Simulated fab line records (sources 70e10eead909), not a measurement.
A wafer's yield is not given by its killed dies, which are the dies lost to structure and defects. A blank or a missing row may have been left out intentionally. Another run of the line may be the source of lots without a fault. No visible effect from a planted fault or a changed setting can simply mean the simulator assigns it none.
fab line records    flow nand_harc
record lots=7  wafers=21  last_day=34
route steps=1302 shown P_M2@339 P_BONDPAD@351 END@1302
lots with no fault: from the same line, run without faults
start_h: hours from the record's first day to the start of the lot's first wafer shown    wait_h: how many hours have passed since the lot's step before this one    " unchanged from the row above    L1.1+2: a row that stands for several wafers    - value missing, or start not given    * or withheld: withheld    < > ~ a bound
route shown NAME@n: a module of which the file shows steps, and the number in the route of the first    usual: average and standard deviation across the fault-free wafers    same: alike in all rows    chamber/n: place in a boat    sites: each site's reading    _std_site: how widely they spread, as a standard deviation    _edge_site: mean of outer sites minus mean of inner sites    radius_mm: for every site, how far away it sits from the centre of the wafer    mask NAME#n: copy n    behind: the tool/chamber that last shaped the wafer    hold: reason for holding the lot/hours on hold/outcome of the hold    device: the n, p or np transistor that did not switch    end of line: tests of these same wafers at the route's end    a step without rows: its recipe alone    killed: dies lost to structure and defects at the first sort, not the wafer's yield    map: per-die view of a wafer (x killed, . not killed, _ where there is no die)
set.NAME: the setting the step ran with; set.NAME@STEP: the setting that earlier step ran with    model.NAME: the simulator's own value behind a step, which no gauge read
certain route steps with their lots: each step a table, each wafer a row
services: when a tool's chamber went out of use (start_h, in hours from the record's first day, below 0 if earlier), for how many hours, and the reason
## steps
# step NHARC_P_M2_PRE_CLEAN_30
# recipe time_s=30  temp_c=280  gas=H2/He
# step NHARC_P_M2_PVD_20
# recipe target_thk_a=50  bias_v=168.6  power_w=15000  chamber_pressure_pa=0.12  time_s=8.06  substrate_temp_c=50  material=TaN
# usual chamber_pressure_pa=0.11996/0.00024  throttle_valve_pct=29.5/0.99
lot.wafer  tool            chamber  start_h  wait_h  chamber_pressure_pa  throttle_valve_pct
L773.2     pvd_sputter-01  -        -        -       0.12015              30.7
L773.5     "               -        "        "       0.12068              30.9
L773.6     "               -        "        "       0.12033              31.0
L778.3     pvd_sputter-03  -        -        -       0.12001              29.3
L778.6     "               -        "        "       0.1198               28.9
L778.5     "               -        "        "       0.11992              29.1
L779.1     pvd_sputter-02  -        -        -       0.11997              27.7
L779.4     "               -        "        "       0.11965              29.3
L779.6     "               -        "        "       0.11982              29.0
L781.2     pvd_sputter-02  -        -        -       0.12033              30.3
L781.4     "               -        "        "       0.11991              29.2
L781.6     "               -        "        "       0.11977              29.9
L786.2     pvd_sputter-02  -        277.25   0.1     0.11982              29.9
L786.4     "               -        "        "       0.12007              27.4
L786.1     "               -        "        "       0.1199               29.5
L791.2     pvd_sputter-01  -        -        -       0.11986              30.3
L791.6     "               -        "        "       0.11995              30.3
L791.5     "               -        "        "       0.12026              31.0
L793.1     pvd_sputter-02  -        -        -       0.11978              27.8
L793.4     "               -        "        "       0.11974              29.4
L793.6     "               -        "        "       0.11972              31.1
# step NHARC_P_M2_PVD_21
# recipe target_thk_a=300  chamber_pressure_pa=5  power_w=5000  substrate_temp_c=30  time_s=20.49  material=Cu
# usual chamber_pressure_pa=5.000/0.01  throttle_valve_pct=29.5/0.95
lot.wafer  tool            chamber  start_h  wait_h  chamber_pressure_pa  throttle_valve_pct
L773.2     pvd_sputter-01  -        -        -       5.013                30.9
L773.6     "               -        "        "       5.008                30.8
L773.5     "               -        "        "       4.987                31.0
L778.3     pvd_sputter-03  -        -        -       4.994                29.1
L778.6     "               -        "        "       4.981                29.6
L778.5     "               -        "        "       4.994                29.2
L779.4     pvd_sputter-02  -        -        -       5.001                27.6
L779.1     "               -        "        "       5.003                29.2
L779.6     "               -        "        "       4.998                30.0
L781.2     pvd_sputter-02  -        -        -       4.993                29.9
L781.4     "               -        "        "       4.999                29.1
L781.6     "               -        "        "       5.005                30.1
L786.1     pvd_sputter-02  -        277.47   0.1     4.991                29.7
L786.4     "               -        "        "       5.009                30.3
L786.2     "               -        "        "       5.000                27.8
L791.2     pvd_sputter-01  -        -        -       5.011                30.2
L791.6     "               -        "        "       5.005                31.2
L791.5     "               -        "        "       5.010                30.4
L793.1     pvd_sputter-02  -        -        -       4.990                27.8
L793.4     "               -        "        "       4.993                29.2
L793.6     "               -        "        "       4.978                29.4
# step NHARC_P_M2_ECD_22
# recipe target_thk_a=4000  bath_temp_c=25  material=Cu
# step NHARC_P_M2_ANNEAL_31
# recipe temp_c=225  time_s=90
# usual wafer_temp_C_max=225.95/0.23
lot.wafer  tool           chamber  start_h  wait_h  wafer_temp_C_max
L773.2     rtp_anneal-02  0        156.23   -       225.69
L773.5     "              0        "        "       226.09
L773.6     "              0        "        "       225.79
L778.3     rtp_anneal-02  0        211.84   -       225.68
L778.5     "              0        "        "       225.41
L778.6     "              0        "        "       225.85
L779.1     rtp_anneal-01  0        212.47   -       225.88
L779.4     "              0        "        "       225.88
L779.6     "              0        "        "       225.79
L781.2     rtp_anneal-01  0        231.84   0.4     226.22
L781.4     "              0        "        "       225.86
L781.6     "              0        "        "       225.74
L786.1     rtp_anneal-01  0        278.02   -       226.28
L786.2     "              0        "        "       225.96
L786.4     "              0        "        "       226.00
L791.2     rtp_anneal-02  0        340.49   -       226.27
L791.5     "              0        "        "       225.63
L791.6     "              0        "        "       225.92
L793.1     rtp_anneal-02  0        356.44   -       225.88
L793.4     "              0        "        "       226.05
L793.6     "              0        "        "       225.95
# step NHARC_P_M2_CMP_23
# recipe t_overpolish_s=20  target_thk_nm=144.3
# step NHARC_P_M2_THK_MEAS_24
# recipe thk_meas_gauge=xrf
# usual thk_nm=144.6/1.5
lot.wafer  tool           chamber  start_h  wait_h  thk_nm
L773.2     film_metro-01  -        156.84   -       145.9
L773.5     "              -        "        "       144.3
L773.6     "              -        "        "       145.4
L778.3     film_metro-02  -        212.40   -       145.8
L778.5     "              -        "        "       144.7
L778.6     "              -        "        "       145.2
L779.1     film_metro-01  -        213.14   -       146.1
L779.4     "              -        "        "       145.8
L779.6     "              -        "        "       142.5
L781.2     film_metro-02  -        232.45   -       145.5
L781.4     "              -        "        "       144.1
L781.6     "              -        "        "       145.1
L786.1     film_metro-02  -        278.68   -       143.5
L786.2     "              -        "        "       143.5
L786.4     "              -        "        "       144.3
L791.2     film_metro-02  -        341.10   -       145.1
L791.5     "              -        "        "       143.4
L791.6     "              -        "        "       145.9
L793.1     film_metro-02  -        357.11   -       145.5
L793.4     "              -        "        "       147.2
L793.6     "              -        "        "       142.2
# step NHARC_P_M2_SRD_25
# step NHARC_P_M2_INSPECT_27
# usual raw_defect_count=317/110
lot.wafer  tool               chamber  start_h  wait_h  raw_defect_count
L773.2     defect_inspect-02  -        157.02   0.0     282
L773.5     "                  -        "        "       217
L773.6     "                  -        "        "       185
L778.3     defect_inspect-02  -        212.55   0.0     363
L778.5     "                  -        "        "       242
L778.6     "                  -        "        "       157
L779.1     defect_inspect-02  -        213.29   0.0     271
L779.4     "                  -        "        "       404
L779.6     "                  -        "        "       368
L781.2     defect_inspect-02  -        232.60   0.0     438
L781.4     "                  -        "        "       429
L781.6     "                  -        "        "       353
L786.1     defect_inspect-01  -        278.87   0.0     449
L786.2     "                  -        "        "       131
L786.4     "                  -        "        "       517
L791.2     defect_inspect-02  -        341.26   0.0     326
L791.5     "                  -        "        "       319
L791.6     "                  -        "        "       201
L793.1     defect_inspect-01  -        357.26   0.0     194
L793.4     "                  -        "        "       239
L793.6     "                  -        "        "       278
# step NHARC_P_M2_PRE_CLEAN_32
# recipe time_s=12  temp_c=370  rf_power_w=300  gas=NH3
# usual heater_power_w=603/87
lot.wafer  tool      chamber  start_h  wait_h  heater_power_w  since_wet_clean_h
L773.2     pecvd-02  1        157.10   0.1     656             98
L773.5     "         0        "        "       731             -
L773.6     "         1        "        "       653             -
L778.3     pecvd-02  2        212.64   0.1     626             154
L778.5     "         0        "        "       709             -
L778.6     "         1        "        "       599             -
L779.1     pecvd-04  1        213.37   0.1     508             112
L779.4     "         0        "        "       554             -
L779.6     "         1        "        "       505             -
L781.2     pecvd-04  2        232.68   0.1     638             132
L781.6     "         2        "        "       661             -
L781.4     "         0        "        "       508             -
L786.2     pecvd-03  1        278.95   0.1     665             81
L786.1     "         2        "        "       643             81
L786.4     "         0        "        "       490             -
L791.2     pecvd-03  0        341.34   0.1     485             143
L791.6     "         0        "        "       482             -
L791.5     "         1        "        "       665             -
L793.1     pecvd-04  1        357.33   0.1     530             75
L793.6     "         2        "        "       616             -
L793.4     "         0        "        "       547             -
# step NHARC_P_M2_DEP_33
# recipe target_thk_a=300  temp_c=370  target_thk_nm=30  pressure_torr=3  flow_sccm=200  rf_w=450  material=SiCN
# step NHARC_P_BONDPAD_DEP_00
# recipe target_thk_a=2500  temp_c=370  target_thk_nm=250  pressure_torr=3  flow_sccm=200  rf_w=450  material=SiCN
# usual heater_power_w=537/85
lot.wafer  tool      chamber  start_h  wait_h  heater_power_w  since_wet_clean_h
L773.2     pecvd-03  2        157.58   -       616             140
L773.6     "         2        "        "       619             -
L773.5     "         0        "        "       405             -
L778.3     pecvd-03  2        213.20   -       674             15
L778.6     "         0        "        "       348             -
L778.5     "         2        "        "       682             -
L779.1     pecvd-02  1        213.85   -       586             155
L779.4     "         2        "        "       576             -
L779.6     "         0        "        "       665             -
L779.1     pecvd-02  1        214.45   -       578             -
L779.4     "         2        "        "       575             -
L779.6     "         0        "        "       665             -
L781.2     pecvd-03  0        233.21   -       406             35
L781.6     "         2        "        "       665             -
L781.4     "         1        "        "       504             -
L781.2     pecvd-03  0        233.80   -       424             -
L781.6     "         2        "        "       669             -
L781.4     "         1        "        "       504             -
L786.2     pecvd-03  0        279.45   -       398             81
L786.1     "         1        "        "       616             81
L786.4     "         2        "        "       672             -
L786.2     pecvd-03  0        280.02   -       397             -
L786.1     "         1        "        "       611             -
L786.4     "         2        "        "       679             -
L791.2     pecvd-04  1        341.94   -       481             60
L791.5     "         2        "        "       601             -
L791.6     "         1        "        "       484             -
L793.1     pecvd-02  2        357.87   -       595             118
L793.4     "         1        "        "       551             -
L793.6     "         2        "        "       600             -
# step NHARC_P_BONDPAD_CMP_32
# recipe target_thk_nm=200  material=SiCN
# usual motor_current_A=11.6/1.3
lot.wafer  tool    chamber  start_h  wait_h  motor_current_A
L773.2     cmp-02  0        157.98   -       11.9
L773.6     "       0        "        "       11.3
L773.5     "       1        "        "       15.2
L778.3     cmp-01  0        213.56   -       9.9
L778.6     "       2        "        "       11.5
L778.5     "       3        "        "       10.8
L779.4     cmp-03  2        215.14   -       11.3
L779.1     "       3        "        "       11.7
L779.6     "       2        "        "       11.6
L781.2     cmp-01  0        234.29   -       9.9
L781.4     "       2        "        "       11.7
L781.6     "       0        "        "       10.1
L786.4     cmp-02  0        280.48   -       11.9
L786.1     "       1        "        "       14.1
L786.2     "       3        "        "       11.2
L791.2     cmp-03  0        342.28   -       11.6
L791.5     "       3        "        "       11.2
L791.6     "       0        "        "       11.6
L793.4     cmp-02  1        358.28   -       15.2
L793.1     "       2        "        "       13.2
L793.6     "       3        "        "       11.5
# step NHARC_P_BONDPAD_THK_MEAS_33
# recipe thk_meas_gauge=ellipsometry
# usual thk_nm=200.1/1.5
lot.wafer  tool           chamber  start_h  wait_h  thk_nm
L773.2     film_metro-01  -        158.24   0.2     201.7
L773.5     "              -        "        "       199.3
L773.6     "              -        "        "       197.3
L778.3     film_metro-01  -        213.76   0.2     199.5
L778.5     "              -        "        "       199.7
L778.6     "              -        "        "       198.5
L779.1     film_metro-01  -        215.37   0.2     195.4
L779.4     "              -        "        "       196.8
L779.6     "              -        "        "       197.1
L779.1     film_metro-01  -        215.54   0.2     195.0
L779.4     "              -        "        "       197.8
L779.6     "              -        "        "       201.2
L781.2     film_metro-01  -        234.51   0.2     193.8
L781.4     "              -        "        "       202.8
L781.6     "              -        "        "       196.3
L781.2     film_metro-01  -        234.68   0.2     195.2
L781.4     "              -        "        "       203.6
L781.6     "              -        "        "       196.3
L786.1     film_metro-01  -        280.73   0.2     182.8
L786.2     "              -        "        "       187.7
L786.4     "              -        "        "       192.8
L786.1     film_metro-01  -        280.90   0.2     183.0
L786.2     "              -        "        "       187.5
L786.4     "              -        "        "       193.5
L791.2     film_metro-01  -        342.51   0.2     201.8
L791.5     "              -        "        "       201.8
L791.6     "              -        "        "       201.6
L793.1     film_metro-02  -        358.48   0.1     203.4
L793.4     "              -        "        "       200.4
L793.6     "              -        "        "       200.7
# step NHARC_P_BONDPAD_SRD_34
# step NHARC_END_SORT_01
# recipe temp_c=25
# usual defect_limited_yield=91.4/2.7  killed_at_array=53/18  killed_at_other=0.8/1.1  killed_at_periphery=4.1/2.7  killed_dies=58/18  killed_open=3.1/1.7  killed_short=2.7/1.7  sort_bin_2_pct=3.0/1.2  sort_bin_3_pct=0.6/0.37  sort_bin_4_pct=4.9/1.5  sort_n_pass=619/18  sort_rim_yield_pct=91/4.1  sort_yield_pct=91.4/2.7
# same gross_dies=677  sort_bin_5_pct[%]=0  sort_bin_6_pct[%]=0  sort_bin_7_pct[%]=0  sort_bin_8_pct[%]=0  sort_rim_n_gross=106.00
lot.wafer  tool       chamber  start_h  wait_h  defect_limited_yield[%]  killed_at_array  killed_at_other  killed_at_periphery  killed_dies  killed_open  killed_short  sort_bin_2_pct[%]  sort_bin_3_pct[%]  sort_bin_4_pct[%]  sort_n_pass  sort_rim_yield_pct[%]  sort_yield_pct[%]
L773.2     prober-02  0        608.50   2.8     91.9                     44               2                9                    55           5            1             3.1                0.1                4.9                622          90                     91.9
L773.5     prober-02  0        610.91   3.7     92.9                     41               1                6                    48           3            2             1.5                0.4                5.2                629          91                     92.9
L773.6     prober-02  0        611.72   4.0     92.8                     40               3                6                    49           2            4             3.0                0.1                4.1                628          93                     92.8
L778.3     prober-02  0        653.22   3.1     94.8                     25               1                9                    35           7            3             1.3                0.1                3.7                642          96                     94.8
L778.5     prober-02  0        654.82   3.7     94.8                     28               0                7                    35           2            2             1.5                0.1                3.5                642          96                     94.8
L778.6     prober-02  0        655.63   4.0     95.7                     24               2                3                    29           3            3             1.0                0.1                3.1                648          93                     95.7
L779.1     prober-01  0        657.24   2.5     88.9                     70               1                4                    75           3            3             3.4                0.6                7.1                602          83                     88.9
L779.4     prober-01  0        659.66   3.4     89.2                     68               1                4                    73           1            1             3.8                1.0                5.9                604          87                     89.2
L779.6     prober-01  0        661.27   4.0     83.5                     109              1                2                    112          4            6             7.7                1.0                7.8                565          96                     83.5
L781.2     prober-02  0        668.45   2.8     88.8                     72               1                3                    76           4            4             3.4                0.4                7.4                601          90                     88.8
L781.4     prober-02  0        670.07   3.4     87.0                     85               2                1                    88           5            0             4.3                0.7                8.0                589          96                     87.0
L781.6     prober-02  0        671.68   4.0     91.4                     56               1                1                    58           2            3             3.2                1.2                4.1                619          93                     91.4
L786.1     prober-01  0        698.11   2.5     85.4                     95               0                4                    99           4            2             5.3                1.9                7.4                578          94                     85.4
L786.2     prober-01  0        698.90   2.8     91.4                     55               0                3                    58           2            0             3.8                0.7                4.0                619          82                     91.4
L786.4     prober-01  0        700.49   3.4     92.0                     52               0                2                    54           1            2             3.7                0.7                3.5                623          82                     92.0
L793.1     prober-01  0        804.95   2.5     92.0                     49               0                5                    54           7            1             2.2                0.4                5.3                623          96                     92.0
L793.4     prober-01  0        807.35   3.4     95.0                     27               0                7                    34           3            3             2.1                0.6                2.4                643          90                     95.0
L793.6     prober-01  0        808.95   4.0     93.5                     41               0                3                    44           2            2             1.6                0.1                4.7                633          91                     93.5
# killed by level:class
L773.2 A_SLIT:chamber_film_flake=19 A_CHANNEL_HOLE_D2:chamber_film_flake=7 A_WL_FILL:chamber_film_flake=6 P_GATE:chamber_film_flake=5 A_STAIRCASE:chamber_film_flake=4 P_CONTACT:chamber_film_flake=2 THIN_TSV:chamber_film_flake=2 P_STI:geometric_particle:open=1
L773.5 A_SLIT:chamber_film_flake=18 A_CHANNEL_HOLE_D2:chamber_film_flake=9 P_GATE:chamber_film_flake=3 A_WL_FILL:chamber_film_flake=3 A_ONON_D2:geometric_particle:short=2 A_STAIRCASE:chamber_film_flake=2 A_CONTACT:chamber_film_flake=2 P_GATE:geometric_particle:open=1
L773.6 A_SLIT:chamber_film_flake=22 A_CONTACT:chamber_film_flake=5 P_GATE:chamber_film_flake=4 THIN_TSV:chamber_film_flake=3 A_CHANNEL_HOLE_D2:chamber_film_flake=3 A_CHANNEL_HOLE_D1:chamber_film_flake=2 P_M2:geometric_particle:short=1 A_CHANNEL_FILL_D1:geometric_particle:short=1
L778.3 A_CHANNEL_HOLE_D2:chamber_film_flake=11 P_ZERO_WELL:chamber_film_flake=4 A_CHANNEL_HOLE_D1:chamber_film_flake=4 P_GATE:chamber_film_flake=3 A_DECK1_JOINT:geometric_particle:short=2 P_STI:geometric_particle:open=1 P_M0:geometric_particle:open=1 A_ONON_D1:geometric_particle:open=1
L778.5 A_CHANNEL_HOLE_D2:chamber_film_flake=15 A_CHANNEL_HOLE_D1:chamber_film_flake=6 P_ZERO_WELL:chamber_film_flake=4 P_M0:geometric_particle:open=1 A_ONON_D1:geometric_particle:open=1 A_CHANNEL_FILL_D2:geometric_particle:short=1 A_BLC:geometric_particle:short=1 P_GATE:chamber_film_flake=1
L778.6 A_CHANNEL_HOLE_D2:chamber_film_flake=12 A_CHANNEL_HOLE_D1:chamber_film_flake=4 A_CONTACT:geometric_particle:open=2 P_GATE:chamber_film_flake=2 HYBRID_BOND:chamber_film_flake=2 A_DECK1_JOINT:geometric_particle:short=1 A_ONON_D2:geometric_particle:short=1 A_SGD_CUT:geometric_particle:open=1
L779.1 A_SLIT:chamber_film_flake=21 A_CHANNEL_HOLE_D1:chamber_film_flake=15 A_CHANNEL_HOLE_D2:chamber_film_flake=11 A_STAIRCASE:chamber_film_flake=11 A_CONTACT:chamber_film_flake=5 A_ONON_D1:geometric_particle:short=2 A_DECK1_JOINT:chamber_film_flake=2 P_GATE:geometric_particle:short=1
L779.4 A_CHANNEL_HOLE_D1:chamber_film_flake=29 A_SLIT:chamber_film_flake=19 A_CHANNEL_HOLE_D2:chamber_film_flake=7 A_STAIRCASE:chamber_film_flake=6 A_CONTACT:chamber_film_flake=4 P_STI:chamber_film_flake=2 P_CONTACT:geometric_particle:short=1 A_M0:geometric_particle:open=1
L779.6 A_SLIT:chamber_film_flake=38 A_CHANNEL_HOLE_D1:chamber_film_flake=36 A_STAIRCASE:chamber_film_flake=13 A_CHANNEL_HOLE_D2:chamber_film_flake=9 A_CHANNEL_FILL_D1:geometric_particle:short=2 A_M0:geometric_particle:short=2 A_DECK1_JOINT:chamber_film_flake=2 P_GATE:geometric_particle:open=1
L781.2 A_CHANNEL_HOLE_D1:chamber_film_flake=35 A_SLIT:chamber_film_flake=21 A_CHANNEL_HOLE_D2:unspecified=3 A_STAIRCASE:chamber_film_flake=3 P_CONTACT:geometric_particle:short=2 A_CHANNEL_FILL_D1:chamber_film_flake=2 A_WL_FILL:chamber_film_flake=2 P_M1:geometric_particle:open=1
L781.4 A_CHANNEL_HOLE_D1:chamber_film_flake=37 A_SLIT:chamber_film_flake=35 A_CONTACT:chamber_film_flake=3 A_STAIRCASE:chamber_film_flake=3 A_CHANNEL_FILL_D1:geometric_particle:open=2 A_CONTACT:geometric_particle:open=2 P_STI:chamber_film_flake=1 STARTING-WAFER:geometric_particle:open=1
L781.6 A_SLIT:chamber_film_flake=28 A_CHANNEL_HOLE_D1:chamber_film_flake=12 A_CHANNEL_FILL_D1:chamber_film_flake=4 A_CHANNEL_HOLE_D2:unspecified=4 A_CHANNEL_HOLE_D2:chamber_film_flake=2 P_CONTACT:geometric_particle:short=1 A_CHANNEL_FILL_D1:geometric_particle:short=1 A_DECK1_JOINT:geometric_particle:short=1
L786.1 A_SLIT:chamber_film_flake=42 A_CHANNEL_HOLE_D1:chamber_film_flake=34 A_CONTACT:chamber_film_flake=9 P_STI:chamber_film_flake=2 A_STAIRCASE:chamber_film_flake=2 A_ONON_D1:geometric_particle:open=1 A_CHANNEL_HOLE_D1:geometric_particle:short=1 A_DECK1_JOINT:geometric_particle:open=1
L786.2 A_SLIT:chamber_film_flake=23 A_CHANNEL_HOLE_D1:chamber_film_flake=17 A_CONTACT:chamber_film_flake=7 P_ZERO_WELL:chamber_film_flake=3 A_BLC:chamber_film_flake=2 A_SOURCE_PLATE:geometric_particle:open=1 A_ONON_D1:geometric_particle:open=1 A_ZERO_WELL:chamber_film_flake=1
L786.4 A_SLIT:chamber_film_flake=15 A_CHANNEL_HOLE_D1:chamber_film_flake=13 A_CONTACT:chamber_film_flake=9 A_STAIRCASE:chamber_film_flake=6 A_BLC:chamber_film_flake=4 P_ZERO_WELL:chamber_film_flake=2 A_ONON_D1:geometric_particle:open=1 A_ONON_D2:geometric_particle:short=1
L793.1 A_CHANNEL_HOLE_D1:chamber_film_flake=17 A_SLIT:chamber_film_flake=8 A_STAIRCASE:chamber_film_flake=7 A_CONTACT:chamber_film_flake=6 P_GATE:chamber_film_flake=4 A_CHANNEL_HOLE_D2:chamber_film_flake=3 P_GATE:geometric_particle:open=1 A_SOURCE_PLATE:geometric_particle:open=1
L793.4 A_CHANNEL_HOLE_D1:chamber_film_flake=9 P_GATE:chamber_film_flake=5 A_SLIT:chamber_film_flake=5 A_CONTACT:chamber_film_flake=3 A_CHANNEL_FILL_D2:geometric_particle:short=2 A_CHANNEL_HOLE_D2:chamber_film_flake=2 P_M0:geometric_particle:open=1 A_ONON_D1:geometric_particle:short=1
L793.6 A_CHANNEL_HOLE_D1:chamber_film_flake=15 A_SLIT:chamber_film_flake=11 A_CONTACT:chamber_film_flake=5 A_CHANNEL_HOLE_D2:chamber_film_flake=4 A_STAIRCASE:chamber_film_flake=3 P_CONTACT:geometric_particle:open=2 P_CONTACT:geometric_particle:short=1 A_SGD_CUT:geometric_particle:short=1
## services
tool            chamber  start_h  hours  kind
cmp-02          -        134.50   4.0    pm
pvd_sputter-03  -        137.19   3.6    repair
pvd_sputter-03  -        143.25   6.1    repair
cmp-02          -        143.75   0.4    repair
pecvd-02        -        151.06   1.1    repair
cmp-02          -        153.96   3.9    repair
cmp-03          -        162.00   4.0    pm
pecvd-02        1        162.74   17.2   repair
cmp-03          -        169.17   0.4    repair
pecvd-03        -        185.18   13.0   pm
pvd_sputter-02  -        187.08   1.6    repair
cmp-02          -        191.70   1.5    repair
pvd_sputter-01  -        226.13   10.0   pm
pecvd-02        -        227.06   13.0   pm
pvd_sputter-02  -        231.66   0.9    repair
cmp-02          -        232.50   4.0    pm
pecvd-04        -        269.06   13.0   pm
pvd_sputter-02  -        282.01   10.0   pm
cmp-02          -        288.65   0.3    repair
cmp-02          -        317.51   4.1    repair
pecvd-03        0        318.34   22.1   repair
pecvd-03        2        330.37   6.0    repair
cmp-02          -        330.50   4.0    pm
pvd_sputter-01  -        349.07   8.2    repair
## key
first_sign step=NHARC_P_BONDPAD_DEP_00  reading=visit  direction=added
effect step=NHARC_P_BONDPAD_THK_MEAS_33  reading=visit  direction=added
met_at NHARC_P_BONDPAD_DEP_00
struck_wafers L779.1,L779.4,L779.6,L781.2,L781.4,L781.6,L786.1,L786.2,L786.4
loop_trim step=NHARC_P_M2_EXPOSE_06  setting=dose  lots=L786
fault kind=repeated_step_whole  tool=pecvd-02,pecvd-03,pecvd-04  chamber=-  onset_h=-  steps=NHARC_P_BONDPAD_DEP_00  times=1  scope=struck_lots_only
# loop_trim: a control loop set the setting to another value than it would have without faults
